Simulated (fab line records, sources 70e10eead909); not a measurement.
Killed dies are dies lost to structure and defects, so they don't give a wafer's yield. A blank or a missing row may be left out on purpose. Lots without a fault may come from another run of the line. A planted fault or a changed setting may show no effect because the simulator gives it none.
Chamber matching | flow nand_harc | NHARC_P_M0_DEP_32 on pecvd-02: 3 sister chambers
The step deposits SiCN, target thk 30 nm. 6 wafers are shown with their chamber, then 8 later ones without.

WAFERS WITH THEIR CHAMBER
wafer  | chamber | heater_power_w (W)
L088.4 | 2       | 606
L088.5 | 0       | 625
L086.1 | 2       | 633
L086.2 | 0       | 600
L086.3 | 1       | 541
L086.4 | 1       | 540

WAFERS WITHOUT THEIR CHAMBER
wafer  | heater_power_w (W)
L086.5 | 625
L086.6 | 614
L093.1 | 664
L093.2 | 588
L093.3 | 580
L092.2 | 578
L092.3 | 676
L092.6 | 580

WHICH CHAMBER EACH WENT THROUGH
wafer  | from the rows above          | in truth
L086.5 | can't be placed: 2 or 0      | 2
L086.6 | can't be placed: 0 or 2      | 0
L093.1 | can't be placed: 2 or 0      | 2
L093.2 | can't be placed: 0 or 2 or 1 | 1
L093.3 | can't be placed: 0 or 1 or 2 | 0
L092.2 | can't be placed: 0 or 1 or 2 | 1
L092.3 | can't be placed: 2 or 0      | 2
L092.6 | can't be placed: 0 or 1 or 2 | 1
Placed correctly: 0 of 8. Can't be placed from these rows: 8 (the true chamber is among the candidates in 8). Placed wrongly: 0.
How it was worked out, from the rows above alone: a wafer's distance from a chamber is the root of the sum, over the readings, of the square of ((its reading less the chamber's mean) divided by the reading's scatter). The wafer belongs to the nearest chamber; if the next one is less than 2 further off, it can't be placed. A chamber's mean is the mean of its shown wafers. The scatter: the root of (the sum of the squares of (reading less its chamber's mean) over the shown wafers, divided by (wafers less chambers)).
